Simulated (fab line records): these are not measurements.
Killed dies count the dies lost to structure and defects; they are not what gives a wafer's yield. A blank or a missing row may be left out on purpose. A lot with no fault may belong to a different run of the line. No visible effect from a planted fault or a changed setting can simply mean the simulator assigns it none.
Comparing a struck lot with a sound one	flow n5_finfet	17 steps out of a route of 1938
Sound: the wafers L642.1, L642.2, L642.5. Struck: wafers L653.2, L653.3, L653.4. The cause comes at the end.
Each step with rows lists, per side, the tool, then ch with its chambers, then its first start. Under that, the readings that differ: sound wafers	struck wafers	difference of the means	sigmas: that difference in standard deviations of wafers without a fault.
alike: words and numbers the same on both sides, and readings whose means are apart by under 2 such deviations; not compared: readings that were withheld, readings missing a value for some wafer, numbers with overlapping values and no deviation given by the record, and bounds like >300 which may hide the same value.
Wherever a step has rows on one side only, a row that says differs or no value, or a row with sigmas, the two part there. Numbers that don't overlap but have no deviation are shown without sigmas and don't part them. Lack of a reading on every wafer of one side parts them only where that side has two or more wafers.

first, 2 steps without rows for these wafers: N5_BEOL_M14_PRECLEAN_39 (cleans in residue remover, time 60 s); N5_BEOL_M14_SRD_40 (time 30 s, dry time 30 s).
N5_BEOL_M14_DEGAS_41: time 60 s.
  struck on pvd_sputter-03, day 16 20:45; sound on pvd_sputter-03, day 12 18:07
  alike: heater_power_w
then, 1 step without rows for these wafers: N5_BEOL_M14_PRE_CLEAN_42 (time 30 s).
N5_BEOL_M14_SPUTTER_43: material TaN, target thk 15 nm, time 24.19 s.
  struck on pvd_sputter-03, day 16 20:50; sound on pvd_sputter-03, day 12 18:11
  alike: throttle_valve_pct
then, 3 steps without rows for these wafers: N5_BEOL_M14_SPUTTER_44 (material Ta, target thk 15 nm, time 24.19 s); N5_BEOL_M14_SPUTTER_45 (material Cu, target thk 100 nm, time 16.67 s); N5_BEOL_M14_ECD_47 (material Cu, target thk 1248 nm).
N5_BEOL_M14_ANNEAL_48: time 90 s.
  sound on rtp_anneal-02 ch 0, day 12 18:40; struck on rtp_anneal-01 ch 0, day 16 21:20
  alike: anneal_temp_c, wafer_temp_C_max
N5_BEOL_M14_CMP_49: polishes, stops on SiO2, t overpolish 5.2 s, target thk 560 nm.
  sound on cmp-02 ch 0,2,3, day 12 18:58; struck on cmp-02 ch 0,1,2, day 16 21:35
  alike: barrier_field_endpoint_s, head_pressure_psi, motor_current_A, overpolish_run_s, time_to_endpoint_s
N5_BEOL_M14_THK_MEAS_50: measures by xrf.
  struck on film_metro-02, day 16 21:53; sound on film_metro-01, day 12 19:15
  alike: M14_THK
then, 1 step without rows for these wafers: N5_BEOL_M14_PRE_CLEAN_52 (time 15 s).
N5_BEOL_M14_DEP_53: deposits SiCN from 3MS/NH3, target thk 50 nm, time 17.8 s.
  sound on pecvd-03 ch 0,2, day 12 19:20; struck on pecvd-03 ch 0,1,2, day 16 21:57
  alike: showerhead_plenum_p_Torr, throttle_valve_pct
N5_BEOL_M14_RS_MEAS_54: uses a four-point probe to measure.
  struck on film_metro-01, day 16 22:01; sound on film_metro-02, day 12 19:25
  alike: M14_RS
N5_BEOL_M14_INSPECT_55: inspects for defects (darkfield).
  struck on defect_inspect-01, day 16 22:02; sound on defect_inspect-02, day 12 19:26
reading	sound	struck	difference	sigmas
raw_defect_count	74 63 80	506 570 630	+496	+20
N5_BEOL_M15_ILD_DEP_00: deposits SiO2 from TEOS/O2, target thk 1629.3 nm, time 346.1 s.
  sound on pecvd-04 ch 0,1,2, day 12 19:28; struck on pecvd-04 ch 0,1, day 16 22:05
  alike: heater_power_w, showerhead_plenum_p_Torr, throttle_valve_pct
N5_PASSIVATION_PROBE_49:
  struck on prober-01, day 18 01:04; sound on prober-02, day 13 19:47
reading	sound	struck	difference	sigmas
defect_limited_yield (%)	90.8 89.0 88.5	84.9 81.6 87.0	-4.9	-3
killed_at_M4_up	17 25 24	95 122 60	+70	+14
killed_dies	109 130 136	178 217 153	+58	+3
sort_bin_5_function (%)	5.8 6.5 7.1	8.8 11.7 7.6	+2.9	+3
sort_n_pass	1071 1050 1044	1002 963 1027	-58	-3
sort_yield_pct (%)	90.8 89.0 88.5	84.9 81.6 87.0	-4.9	-3
  alike: killed_at_M0_to_M3, killed_at_contacts, killed_at_front_end, killed_at_other, killed_open, killed_short, sort_bin_6_memory, sort_bin_8_speed

WHERE THEY PART
At N5_BEOL_M14_INSPECT_55 first; at N5_PASSIVATION_PROBE_49 last (within this record only).

WHY: the cause the simulator had injected
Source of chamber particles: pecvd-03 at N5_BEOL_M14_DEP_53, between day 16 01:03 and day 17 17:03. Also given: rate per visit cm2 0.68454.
